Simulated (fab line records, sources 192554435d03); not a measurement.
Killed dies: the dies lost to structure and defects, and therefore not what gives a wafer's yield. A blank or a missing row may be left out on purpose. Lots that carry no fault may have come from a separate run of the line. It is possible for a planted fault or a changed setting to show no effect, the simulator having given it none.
fab line records	flow n5Finfet
[record] lots = 24	wafers = 72	lastDay = 17
route steps=1938 shown BEOL_M2@882
lots untouched by any fault: they come from a run of this same line in which no faults occurred
startH: hours from the record's opening day to when the first of the lot's shown wafers began	waitH: time in hours since the lot's previous step	" repeats the value in the row above	L1.1+2: a single row standing in for several wafers	- no value, or no start was given	* or withheld: withheld	< > ~ a bound
route shown NAME@n: NAME is a module with steps in the file, n the number in the route of the first one	usual: the fault-free wafers' mean and standard deviation	same: alike in all rows	chamber/n: place in a boat	sites: each site's reading	_std_site: the standard deviation of these	_edge_site: the outer-site mean with the inner-site mean subtracted	radiusMm: for every site, how far away it sits from the centre of the wafer	mask NAME#n: copy n	behind: tool/chamber where the wafer was last shaped	hold: reason for holding the lot/hours on hold/outcome of the hold	device: transistor that didn't switch, given as n, p or np	end of line: the route-end tests of the same wafers	for a step that has no rows: nothing shown but its recipe	killed: count of dies lost to structure and defects at first sort (not the wafer's yield)	map: per-die view of a wafer (x killed, . not killed, _ where there is no die)
set.NAME: setting as actually run; set.NAME@STEP: the setting as run at that earlier step	model.NAME: the simulator's own value behind a step, which no gauge read
the route's steps for a sample of lots (tables are steps, rows are wafers)
services: the hour from which a tool's chamber was out of use, counted from the record's first day as startH (under 0 if before that day), plus the number of hours and why
[[steps]]
[step N5_BEOL_M2_ALD_98]
[recipe] material = SiO2	targetThkA = 25	tempC = 100	aldPrecursorFamily = BDEAS	aldCoReactant = O2-plasma	pulseTimeS = 1	coReactantPulseTimeS = 1	purgeTimeS = 2	coReactantPurgeTimeS = 2	aldCycles = 17	pressureTorr = 2
[usual] heaterPowerW = 73/8	precursorPulseHeightRel = 0.998/0.019
lot.wafer	tool	chamber	startH	waitH	heaterPowerW	precursorPulseHeightRel
L074.1	aldSin-02	3	138.11	0.1	69	1.015
L074.2	"	0	"	"	86	0.999
L074.3	"	2	"	"	69	1.039
L075.2	aldSin-04	2	143.84	0.1	76	0.996
L075.3	"	1	"	"	76	1.031
L075.6	"	1	"	"	79	0.969
L077.1	aldSin-02	1	149.40	0.1	65	1.034
L077.2	"	2	"	"	67	0.980
L077.5	"	0	"	"	90	0.968
L076.2	aldSin-02	2	149.89	0.1	68	1.001
L076.5	"	2	"	"	69	1.018
L076.6	"	3	"	"	70	1.000
L078.2	aldSin-02	2	158.53	0.1	67	1.003
L078.4	"	1	"	"	65	0.977
L078.6	"	2	"	"	68	0.999
L079.1	aldSin-02	2	163.46	0.1	68	1.009
L079.2	"	1	"	"	65	0.999
L079.4	"	3	"	"	70	1.014
L080.2	aldSin-02	3	168.33	0.1	69	0.989
L080.3	"	1	"	"	64	1.011
L080.6	"	0	"	"	87	0.981
L081.1	aldSin-02	2	178.53	1.4	68	1.009
L081.3	"	0	"	"	92	0.984
L081.6	"	3	"	"	68	0.987
L082.2	aldSin-02	2	181.71	0.3	70	0.998
L082.3	"	1	"	"	65	1.019
L082.6	"	2	"	"	69	1.013
L083.3	aldSin-02	1	192.92	0.1	65	1.012
L083.4	"	0	"	"	88	1.024
L083.5	"	0	"	"	92	1.026
L084.1	aldSin-03	3	196.60	0.1	74	1.002
L084.2	"	1	"	"	80	0.977
L084.4	"	1	"	"	82	0.988
L086.2	aldSin-03	3	200.11	0.1	70	1.008
L086.3	"	0	"	"	69	1.026
L086.4	"	0	"	"	67	0.982
L085.1	aldSin-04	1	210.74	0.1	71	1.002
L085.4	"	2	"	"	77	0.976
L085.5	"	2	"	"	77	1.003
L087.4	aldSin-02	2	214.43	0.1	67	0.996
L087.5	"	3	"	"	69	1.008
L087.6	"	2	"	"	68	0.996
L088.2	aldSin-03	1	215.93	0.4	79	0.976
L088.4	"	0	"	"	70	0.970
L088.6	"	3	"	"	73	1.012
L089.2	aldSin-03	0	221.34	0.1	69	1.018
L089.3	"	3	"	"	73	0.964
L089.6	"	3	"	"	70	0.977
L090.4	aldSin-04	3	235.96	0.2	69	1.027
L090.5	"	1	"	"	72	1.002
L090.6	"	0	"	"	86	0.954
L092.1	aldSin-02	0	243.42	0.1	90	0.991
L092.2	"	2	"	"	68	1.012
L092.4	"	3	"	"	70	1.013
L091.1	aldSin-02	3	243.78	0.3	68	1.001
L091.4	"	0	"	"	89	1.022
L091.5	"	0	"	"	88	1.006
L093.1	aldSin-03	0	252.06	0.1	71	1.016
L093.3	"	3	"	"	71	1.003
L093.4	"	1	"	"	80	0.988
L094.4	aldSin-02	1	252.24	0.1	65	0.998
L094.5	"	2	"	"	70	1.002
L094.6	"	1	"	"	66	0.991
L095.2	aldSin-03	3	268.67	0.1	73	0.997
L095.3	"	1	"	"	80	1.010
L095.5	"	1	"	"	81	1.018
L096.1	aldSin-02	2	270.96	0.2	70	0.991
L096.2	"	1	"	"	64	1.003
L096.3	"	0	"	"	89	0.997
L097.3	aldSin-02	0	276.52	0.4	88	1.038
L097.4	"	3	"	"	67	1.007
L097.6	"	0	"	"	88	1.014
[step N5_BEOL_M2_STRIP_36]
[recipe] chemistry = N2/H2	powerW = 450	tempC = 40	pressureMtorr = 20	rfFrequencyHz = 6e+07	overashFraction = 0.3	biasPowerW = 7	h2Frac = 0.5	n2FlowSccm = 200	h2FlowSccm = 200
[usual] drypumpMotorCurrentA = 5.9/0.43	oesProductAu = 0.81/0.097	rfVppV = 59.2/1.3	showerheadPlenumPTorr = 2.55/0.062	tempC = 39.99/0.11	throttleValvePct = 23.7/0.38
lot.wafer	tool	chamber	startH	waitH	drypumpMotorCurrentA	oesProductAu	rfHoursCounterH	rfVppV	showerheadPlenumPTorr	tempC	throttleValvePct
L074.1	rieDiel-02	0	138.84	0.0	5.9	0.78	148	60.7	2.55	40.05	24.0
L074.2	"	3	"	"	5.6	0.71	202	58.5	2.61	39.89	23.4
L074.3	"	1	"	"	6.3	0.93	22	59.9	2.59	40.09	23.6
L075.2	rieDiel-04	1	144.85	0.0	6.6	0.84	51	59.5	2.47	39.99	23.5
L075.3	"	0	"	"	5.9	0.97	6	60.7	2.60	40.16	23.1
L075.6	"	2	"	"	5.4	0.67	-	58.6	2.62	39.93	24.0
L077.1	rieDiel-04	1	152.11	0.0	6.6	0.83	53	58.4	2.47	40.00	23.6
L077.2	"	3	"	"	5.2	0.71	223	60.1	2.52	39.92	24.2
L077.5	"	3	"	"	5.2	0.70	-	62.1	2.52	40.02	24.2
L076.2	rieDiel-02	3	156.19	0.0	5.6	0.71	208	59.5	2.60	39.91	23.4
L076.5	"	2	"	"	6.0	0.80	-	59.6	2.56	40.04	23.3
L076.6	"	3	"	"	5.6	0.71	-	60.1	2.60	40.11	23.4
L078.2	rieDiel-04	0	159.91	0.0	5.9	0.95	12	61.0	2.60	39.95	23.1
L078.4	"	1	"	"	6.6	0.84	55	58.3	2.47	40.00	23.5
L078.6	"	0	"	"	5.9	0.94	-	58.5	2.60	39.77	23.2
L079.1	rieDiel-01	1	166.81	0.0	5.8	0.98	11	61.0	2.61	39.99	23.8
L079.2	"	3	"	"	5.6	0.80	123	58.0	2.57	39.97	24.2
L079.4	"	3	"	"	5.6	0.81	-	58.5	2.56	40.03	24.3
L080.2	rieDiel-01	0	170.20	0.0	6.0	0.72	212	56.9	2.40	39.81	23.9
L080.3	"	1	"	"	5.8	0.98	12	59.5	2.61	40.02	23.7
L080.6	"	2	"	"	6.4	0.98	-	58.1	2.59	39.91	23.1
L081.1	rieDiel-04	1	178.86	0.0	6.6	0.84	62	59.0	2.47	40.08	23.6
L081.3	"	0	"	"	5.8	0.94	19	63.1	2.60	40.06	23.2
L081.6	"	1	"	"	6.6	0.84	-	59.1	2.47	40.02	23.5
L082.2	rieDiel-02	0	183.94	0.0	5.9	0.76	165	60.6	2.55	39.96	24.0
L082.3	"	2	"	"	6.0	0.79	101	59.0	2.56	40.07	23.3
L082.6	"	0	"	"	5.9	0.76	-	58.3	2.55	39.89	24.1
L083.3	rieDiel-04	0	194.03	0.0	5.8	0.92	24	59.0	2.60	39.86	23.2
L083.4	"	3	"	"	5.2	0.69	238	57.4	2.51	40.01	24.2
L083.5	"	3	"	"	5.2	0.70	-	58.7	2.51	39.97	24.2
L084.1	rieDiel-01	1	199.75	0.0	5.8	0.95	22	59.2	2.61	39.82	23.8
L084.2	"	2	"	"	6.4	0.94	10	57.5	2.58	39.89	23.1
L084.4	"	3	"	"	5.6	0.79	134	57.3	2.56	40.00	24.3
L086.2	rieDiel-04	0	200.49	0.0	5.9	0.91	26	58.8	2.60	40.07	23.2
L086.3	"	1	"	"	6.6	0.82	69	59.2	2.47	40.01	23.5
L086.4	"	2	"	"	5.4	0.67	242	58.2	2.61	40.25	24.0
L085.1	rieDiel-01	2	211.53	0.0	6.5	0.93	14	59.9	2.58	39.92	23.1
L085.4	"	3	"	"	5.6	0.80	137	57.8	2.56	40.01	24.3
L085.5	"	0	"	"	5.9	0.72	-	59.7	2.39	40.08	23.9
L087.4	rieDiel-04	3	214.84	0.0	5.2	0.70	246	62.5	2.51	39.86	24.2
L087.5	"	1	"	"	6.6	0.81	-	58.2	2.46	39.88	23.6
L087.6	"	2	"	"	5.4	0.66	-	58.2	2.61	40.02	24.0
L088.2	rieDiel-04	0	219.43	0.0	5.9	0.89	34	58.0	2.59	40.00	23.2
L088.4	"	1	"	"	6.6	0.81	77	58.4	2.46	39.72	23.6
L088.6	"	1	"	"	6.6	0.81	-	58.0	2.46	39.90	23.6
L089.2	rieDiel-02	2	222.82	0.0	6.0	0.79	114	58.7	2.55	39.99	23.3
L089.3	"	0	"	"	5.9	0.74	177	59.8	2.54	39.93	24.1
L089.6	"	1	"	"	6.2	0.86	-	58.4	2.58	40.03	23.6
L090.4	rieDiel-02	3	238.68	0.0	5.6	0.69	-	59.2	2.59	40.07	23.4
L090.5	"	0	"	"	5.9	0.75	-	58.6	2.54	40.03	24.1
L090.6	"	1	"	"	6.3	0.85	-	60.7	2.57	39.97	23.6
L092.1	rieDiel-01	2	243.89	0.0	6.4	0.90	26	59.4	2.58	39.85	23.1
L092.2	"	3	"	"	5.6	0.78	149	60.0	2.55	39.94	24.3
L092.4	"	0	"	"	6.0	0.69	237	59.8	2.39	40.21	24.0
L091.1	rieDiel-01	2	244.25	0.0	6.4	0.90	27	59.6	2.58	39.89	23.1
L091.4	"	3	"	"	5.6	0.79	149	58.8	2.55	39.96	24.3
L091.5	"	1	"	"	5.7	0.92	-	59.8	2.60	39.88	23.8
L093.1	rieDiel-01	3	256.88	0.0	5.6	0.77	153	55.7	2.55	40.01	24.3
L093.3	"	0	"	"	5.9	0.70	242	59.6	2.39	39.99	24.0
L093.4	"	2	"	"	6.5	0.90	31	56.7	2.58	39.91	23.1
L094.4	rieDiel-04	3	259.36	0.0	5.2	0.97	3	57.6	2.50	39.91	24.1
L094.5	"	0	"	"	5.9	0.87	-	59.0	2.58	40.06	23.2
L094.6	"	1	"	"	6.6	0.79	-	59.8	2.46	40.19	23.6
L095.2	rieDiel-02	2	269.00	0.0	6.0	0.78	121	60.6	2.55	40.09	23.4
L095.3	"	0	"	"	5.9	0.73	197	58.9	2.53	39.68	24.1
L095.5	"	1	"	"	6.3	0.83	-	57.3	2.57	39.88	23.6
L096.1	rieDiel-04	3	271.37	0.0	5.2	0.95	8	60.5	2.50	40.08	24.1
L096.2	"	0	"	"	5.9	0.85	55	58.4	2.58	40.14	23.2
L096.3	"	1	"	"	6.6	0.79	98	58.4	2.46	39.95	23.6
L097.3	rieDiel-04	3	276.93	0.0	5.2	0.94	11	58.4	2.50	40.07	24.1
L097.4	"	2	"	"	5.4	0.94	13	59.0	2.60	39.85	23.8
L097.6	"	2	"	"	5.4	0.94	-	60.8	2.60	39.95	23.8
[step N5_BEOL_M2_SPUTTER_81]
[recipe] material = Cu	targetThkA = 45	tempC = -20	chamberPressurePa = 0.07	powerW = withheld	timeS = 8.29
[usual] chamberPressurePa = 0.07001/0.00015	throttleValvePct = 29.9/1
lot.wafer	tool	chamber	startH	waitH	chamberPressurePa	throttleValvePct
L074.1	pvdSputter-02	-	140.55	0.1	0.07014	31.5
L074.2	"	-	"	"	0.07001	29.0
L074.3	"	-	"	"	0.06998	30.3
L075.2	pvdSputter-01	-	146.44	0.1	0.07013	27.8
L075.3	"	-	"	"	0.07013	30.7
L075.6	"	-	"	"	0.07017	30.9
L077.1	pvdSputter-02	-	155.69	0.1	0.06996	28.5
L077.2	"	-	"	"	0.06985	29.0
L077.5	"	-	"	"	0.06999	28.8
L076.2	pvdSputter-01	-	158.22	0.1	0.07001	27.9
L076.5	"	-	"	"	0.07025	30.7
L076.6	"	-	"	"	0.07013	30.7
L078.2	pvdSputter-03	-	161.92	0.1	0.06988	29.0
L078.4	"	-	"	"	0.06995	30.8
L078.6	"	-	"	"	0.07	29.9
L079.1	pvdSputter-01	-	168.84	0.1	0.07	30.9
L079.2	"	-	"	"	0.06981	28.1
L079.4	"	-	"	"	0.07004	29.9
L080.2	pvdSputter-01	-	172.11	0.1	0.07008	31.0
L080.3	"	-	"	"	0.06985	27.9
L080.6	"	-	"	"	0.06986	30.0
L081.1	pvdSputter-01	-	182.09	0.1	0.07004	28.0
L081.3	"	-	"	"	0.06983	31.2
L081.6	"	-	"	"	0.06992	28.1
L082.2	pvdSputter-02	-	186.01	0.1	0.0702	28.5
L082.3	"	-	"	"	0.06981	30.3
L082.6	"	-	"	"	0.06984	28.2
L083.3	pvdSputter-02	-	196.51	0.1	0.07004	31.5
L083.4	"	-	"	"	0.07018	28.8
L083.5	"	-	"	"	0.07021	29.0
L084.1	pvdSputter-02	-	201.36	0.1	0.06989	30.1
L084.2	"	-	"	"	0.07	28.6
L084.4	"	-	"	"	0.06983	28.9
L086.2	pvdSputter-03	-	202.51	0.1	0.06991	30.0
L086.3	"	-	"	"	0.07007	28.9
L086.4	"	-	"	"	0.07001	30.3
L085.1	pvdSputter-02	-	213.55	0.1	0.07009	28.8
L085.4	"	-	"	"	0.06998	30.2
L085.5	"	-	"	"	0.07007	28.7
L087.4	pvdSputter-01	-	217.90	0.1	0.07003	29.6
L087.5	"	-	"	"	0.07002	30.8
L087.6	"	-	"	"	0.07011	28.0
L088.2	pvdSputter-02	-	221.27	0.1	0.07039	31.4
L088.4	"	-	"	"	0.0697	30.0
L088.6	"	-	"	"	0.06996	28.9
L089.2	pvdSputter-03	-	224.51	0.1	0.06977	29.5
L089.3	"	-	"	"	0.07005	29.9
L089.6	"	-	"	"	0.07016	30.7
L090.4	pvdSputter-01	-	241.72	0.1	0.06986	28.0
L090.5	"	-	"	"	0.06997	29.8
L090.6	"	-	"	"	0.0699	28.0
L092.1	pvdSputter-01	-	245.52	0.1	0.06984	30.0
L092.2	"	-	"	"	0.06989	31.0
L092.4	"	-	"	"	0.06994	30.6
L091.1	pvdSputter-02	-	246.19	0.1	0.07017	28.7
L091.4	"	-	"	"	0.07003	28.5
L091.5	"	-	"	"	0.06998	28.5
L093.1	pvdSputter-02	-	259.37	0.1	0.06996	28.8
L093.3	"	-	"	"	0.07003	30.2
L093.4	"	-	"	"	0.07003	31.3
L094.4	pvdSputter-03	-	261.10	0.1	0.07004	29.3
L094.5	"	-	"	"	0.0702	30.5
L094.6	"	-	"	"	0.06991	29.4
L095.2	pvdSputter-01	-	271.53	0.1	0.07007	29.7
L095.3	"	-	"	"	0.06997	30.8
L095.5	"	-	"	"	0.0703	30.9
L096.1	pvdSputter-03	-	272.92	0.1	0.07	29.3
L096.2	"	-	"	"	0.06988	30.6
L096.3	"	-	"	"	0.0699	30.0
L097.3	pvdSputter-01	-	278.63	0.1	0.07006	30.1
L097.4	"	-	"	"	0.06989	30.8
L097.6	"	-	"	"	0.06985	30.8
[step N5_BEOL_M2_SPUTTER_86]
[recipe] material = Cu	targetThkA = 45	tempC = -20	chamberPressurePa = 0.07	powerW = withheld	timeS = 8.29
[usual] chamberPressurePa = 0.07002/0.00014	throttleValvePct = 29.9/1.1
lot.wafer	tool	chamber	startH	waitH	chamberPressurePa	throttleValvePct
L074.1	pvdSputter-02	-	140.77	0.1	0.06986	31.1
L074.2	"	-	"	"	0.07003	28.9
L074.3	"	-	"	"	0.0699	30.1
L075.2	pvdSputter-01	-	146.66	0.1	0.06997	27.6
L075.3	"	-	"	"	0.06991	30.7
L075.6	"	-	"	"	0.06981	31.1
L077.1	pvdSputter-02	-	155.91	0.1	0.06989	28.7
L077.2	"	-	"	"	0.06987	28.7
L077.5	"	-	"	"	0.06988	28.6
L076.2	pvdSputter-01	-	158.44	0.1	0.06985	28.2
L076.5	"	-	"	"	0.07013	30.7
L076.6	"	-	"	"	0.07008	30.9
L078.2	pvdSputter-03	-	162.14	0.1	0.06979	29.3
L078.4	"	-	"	"	0.06982	30.7
L078.6	"	-	"	"	0.0703	29.8
L079.1	pvdSputter-01	-	169.06	0.1	0.07	30.8
L079.2	"	-	"	"	0.07017	28.0
L079.4	"	-	"	"	0.06981	29.6
L080.2	pvdSputter-01	-	172.33	0.1	0.07006	30.9
L080.3	"	-	"	"	0.06959	27.8
L080.6	"	-	"	"	0.07007	30.0
L081.1	pvdSputter-01	-	182.31	0.1	0.07	27.9
L081.3	"	-	"	"	0.07032	31.0
L081.6	"	-	"	"	0.0699	28.1
L082.2	pvdSputter-02	-	186.23	0.1	0.06996	28.2
L082.3	"	-	"	"	0.0699	30.0
L082.6	"	-	"	"	0.07017	28.6
L083.3	pvdSputter-02	-	196.73	0.1	0.06998	31.4
L083.4	"	-	"	"	0.06995	28.7
L083.5	"	-	"	"	0.07022	28.8
L084.1	pvdSputter-02	-	201.58	0.1	0.07005	30.2
L084.2	"	-	"	"	0.06984	28.7
L084.4	"	-	"	"	0.07011	28.8
L086.2	pvdSputter-03	-	202.73	0.1	0.07001	30.5
L086.3	"	-	"	"	0.06992	29.2
L086.4	"	-	"	"	0.07001	30.0
L085.1	pvdSputter-02	-	213.77	0.1	0.06998	29.0
L085.4	"	-	"	"	0.07014	29.7
L085.5	"	-	"	"	0.06995	29.0
L087.4	pvdSputter-01	-	218.12	0.1	0.06985	29.8
L087.5	"	-	"	"	0.07017	30.9
L087.6	"	-	"	"	0.07011	27.9
L088.2	pvdSputter-02	-	221.49	0.1	0.07019	31.4
L088.4	"	-	"	"	0.07021	30.2
L088.6	"	-	"	"	0.07004	28.9
L089.2	pvdSputter-03	-	224.73	0.1	0.07004	29.3
L089.3	"	-	"	"	0.06983	30.1
L089.6	"	-	"	"	0.06989	30.5
L090.4	pvdSputter-01	-	241.94	0.1	0.06979	27.9
L090.5	"	-	"	"	0.06997	29.7
L090.6	"	-	"	"	0.06998	27.8
L092.1	pvdSputter-01	-	245.74	0.1	0.07005	29.7
L092.2	"	-	"	"	0.06978	30.7
L092.4	"	-	"	"	0.07017	30.9
L091.1	pvdSputter-02	-	246.41	0.1	0.07009	28.7
L091.4	"	-	"	"	0.06994	28.4
L091.5	"	-	"	"	0.07009	28.6
L093.1	pvdSputter-02	-	259.59	0.1	0.06999	28.9
L093.3	"	-	"	"	0.06998	30.2
L093.4	"	-	"	"	0.06993	31.2
L094.4	pvdSputter-03	-	261.32	0.1	0.07018	29.1
L094.5	"	-	"	"	0.07	30.6
L094.6	"	-	"	"	0.0702	29.3
L095.2	pvdSputter-01	-	271.75	0.1	0.06968	29.7
L095.3	"	-	"	"	0.07006	30.3
L095.5	"	-	"	"	0.06993	30.9
L096.1	pvdSputter-03	-	273.14	0.1	0.07009	29.3
L096.2	"	-	"	"	0.0701	30.7
L096.3	"	-	"	"	0.0702	30.0
L097.3	pvdSputter-01	-	278.85	0.1	0.07	29.7
L097.4	"	-	"	"	0.07004	30.8
L097.6	"	-	"	"	0.06977	30.8
[step N5_BEOL_M2_ANNEAL_87]
[recipe] tempC = 400	timeS = 240	ambient = vacuum
[usual] heaterPowerW = 818/76
lot.wafer	tool	chamber	startH	waitH	heaterPowerW
L074.1	pvdSputter-02	-	140.85	0.0	817
L074.2	"	-	"	"	815
L074.3	"	-	"	"	884
L075.2	pvdSputter-01	-	146.74	0.0	799
L075.3	"	-	"	"	770
L075.6	"	-	"	"	781
L077.1	pvdSputter-02	-	155.99	0.0	778
L077.2	"	-	"	"	800
L077.5	"	-	"	"	798
L076.2	pvdSputter-01	-	158.52	0.0	765
L076.5	"	-	"	"	776
L076.6	"	-	"	"	906
L078.2	pvdSputter-03	-	162.22	0.0	875
L078.4	"	-	"	"	748
L078.6	"	-	"	"	823
L079.1	pvdSputter-01	-	169.14	0.0	909
L079.2	"	-	"	"	766
L079.4	"	-	"	"	917
L080.2	pvdSputter-01	-	172.41	0.0	904
L080.3	"	-	"	"	794
L080.6	"	-	"	"	952
L081.1	pvdSputter-01	-	182.39	0.0	773
L081.3	"	-	"	"	928
L081.6	"	-	"	"	783
L082.2	pvdSputter-02	-	186.31	0.0	759
L082.3	"	-	"	"	867
L082.6	"	-	"	"	739
L083.3	pvdSputter-02	-	196.81	0.0	848
L083.4	"	-	"	"	810
L083.5	"	-	"	"	810
L084.1	pvdSputter-02	-	201.66	0.0	903
L084.2	"	-	"	"	748
L084.4	"	-	"	"	811
L086.2	pvdSputter-03	-	202.81	0.0	837
L086.3	"	-	"	"	872
L086.4	"	-	"	"	633
L085.1	pvdSputter-02	-	213.85	0.0	808
L085.4	"	-	"	"	873
L085.5	"	-	"	"	783
L087.4	pvdSputter-01	-	218.20	0.0	946
L087.5	"	-	"	"	912
L087.6	"	-	"	"	788
L088.2	pvdSputter-02	-	221.57	0.0	829
L088.4	"	-	"	"	886
L088.6	"	-	"	"	831
L089.2	pvdSputter-03	-	224.81	0.0	876
L089.3	"	-	"	"	814
L089.6	"	-	"	"	752
L090.4	pvdSputter-01	-	242.02	0.0	772
L090.5	"	-	"	"	913
L090.6	"	-	"	"	757
L092.1	pvdSputter-01	-	245.82	0.0	931
L092.2	"	-	"	"	898
L092.4	"	-	"	"	756
L091.1	pvdSputter-02	-	246.49	0.0	845
L091.4	"	-	"	"	746
L091.5	"	-	"	"	770
L093.1	pvdSputter-02	-	259.67	0.0	827
L093.3	"	-	"	"	882
L093.4	"	-	"	"	825
L094.4	pvdSputter-03	-	261.40	0.0	856
L094.5	"	-	"	"	731
L094.6	"	-	"	"	881
L095.2	pvdSputter-01	-	271.83	0.0	957
L095.3	"	-	"	"	754
L095.5	"	-	"	"	892
L096.1	pvdSputter-03	-	273.22	0.0	865
L096.2	"	-	"	"	729
L096.3	"	-	"	"	825
L097.3	pvdSputter-01	-	278.93	0.0	946
L097.4	"	-	"	"	897
L097.6	"	-	"	"	772
[step N5_BEOL_M2_THK_MEAS_53]
[recipe] thkMeasGauge = xrf	reads = Cu_of_BEOL_M2_ECD_50
[usual] M2_THK = 40.6/1.7
lot.wafer	tool	chamber	startH	waitH	M2_THK[nm]
L074.1	filmMetro-02	-	142.65	-	42.5
L074.2	"	-	"	"	37.2
L074.3	"	-	"	"	41.9
L075.2	filmMetro-01	-	148.68	-	39.7
L075.3	"	-	"	"	41.9
L075.6	"	-	"	"	38.2
L077.1	filmMetro-01	-	158.01	-	39.5
L077.2	"	-	"	"	40.4
L077.5	"	-	"	"	40.5
L076.2	filmMetro-01	-	160.34	-	40.2
L076.5	"	-	"	"	39.6
L076.6	"	-	"	"	40.0
L078.2	filmMetro-02	-	164.03	-	42.7
L078.4	"	-	"	"	41.1
L078.6	"	-	"	"	43.2
L079.1	filmMetro-01	-	170.95	-	40.9
L079.2	"	-	"	"	42.0
L079.4	"	-	"	"	41.0
L080.2	filmMetro-02	-	174.22	-	39.4
L080.3	"	-	"	"	42.4
L080.6	"	-	"	"	41.4
L081.1	filmMetro-01	-	184.20	-	40.2
L081.3	"	-	"	"	41.4
L081.6	"	-	"	"	40.8
L082.2	filmMetro-02	-	188.11	-	42.6
L082.3	"	-	"	"	41.5
L082.6	"	-	"	"	41.4
L083.3	filmMetro-01	-	198.62	-	41.4
L083.4	"	-	"	"	42.0
L083.5	"	-	"	"	40.1
L084.1	filmMetro-01	-	203.47	-	40.5
L084.2	"	-	"	"	40.6
L084.4	"	-	"	"	39.6
L086.2	filmMetro-02	-	204.61	-	41.0
L086.3	"	-	"	"	38.7
L086.4	"	-	"	"	38.7
L085.1	filmMetro-01	-	215.65	-	41.9
L085.4	"	-	"	"	41.6
L085.5	"	-	"	"	36.4
L087.4	filmMetro-02	-	220.01	-	39.5
L087.5	"	-	"	"	37.9
L087.6	"	-	"	"	40.6
L088.2	filmMetro-01	-	223.41	-	41.5
L088.4	"	-	"	"	38.5
L088.6	"	-	"	"	39.2
L089.2	filmMetro-02	-	226.61	-	40.1
L089.3	"	-	"	"	39.3
L089.6	"	-	"	"	41.9
L090.4	filmMetro-02	-	243.83	-	39.9
L090.5	"	-	"	"	40.6
L090.6	"	-	"	"	42.2
L092.1	filmMetro-02	-	247.64	-	42.2
L092.2	"	-	"	"	40.9
L092.4	"	-	"	"	39.8
L091.1	filmMetro-02	-	248.29	-	43.0
L091.4	"	-	"	"	42.2
L091.5	"	-	"	"	43.7
L093.1	filmMetro-02	-	261.48	-	41.9
L093.3	"	-	"	"	36.4
L093.4	"	-	"	"	41.4
L094.4	filmMetro-02	-	263.47	-	39.8
L094.5	"	-	"	"	40.9
L094.6	"	-	"	"	39.7
L095.2	filmMetro-02	-	273.63	-	41.8
L095.3	"	-	"	"	44.3
L095.5	"	-	"	"	42.7
L096.1	filmMetro-02	-	275.03	-	40.3
L096.2	"	-	"	"	42.8
L096.3	"	-	"	"	40.1
L097.3	filmMetro-01	-	280.74	-	42.2
L097.4	"	-	"	"	42.2
L097.6	"	-	"	"	41.6
[[services]]
tool	chamber	startH	hours	kind
rieDiel-01	1	118.84	-	clean
pvdSputter-01	-	129.27	6.9	repair
rieDiel-04	3	133.21	1.2	repair
aldSin-03	0	143.95	2.6	repair
pvdSputter-01	-	161.78	0.8	repair
aldSin-04	-	176.75	14.0	pm
aldSin-02	0	181.20	4.4	repair
aldSin-04	3	191.51	5.3	repair
aldSin-02	-	193.37	2.7	repair
rieDiel-04	2	220.67	-	clean
rieDiel-04	2	220.67	-	consumableReplace:focusRing
rieDiel-04	2	220.67	14.0	scheduledDown
rieDiel-04	2	220.67	14.0	ventCycle
rieDiel-02	2	231.84	21.6	repair
rieDiel-04	3	234.81	-	clean
rieDiel-04	3	234.81	-	consumableReplace:focusRing
rieDiel-04	3	234.81	14.7	scheduledDown
rieDiel-04	3	234.81	14.7	ventCycle
aldSin-03	1	238.22	2.6	repair
aldSin-03	2	259.47	5.1	repair
rieDiel-04	2	265.77	9.3	repair
aldSin-03	2	265.95	3.1	repair
aldSin-03	-	275.62	1.9	repair
aldSin-02	1	277.37	6.6	repair
[[key]]
fault none
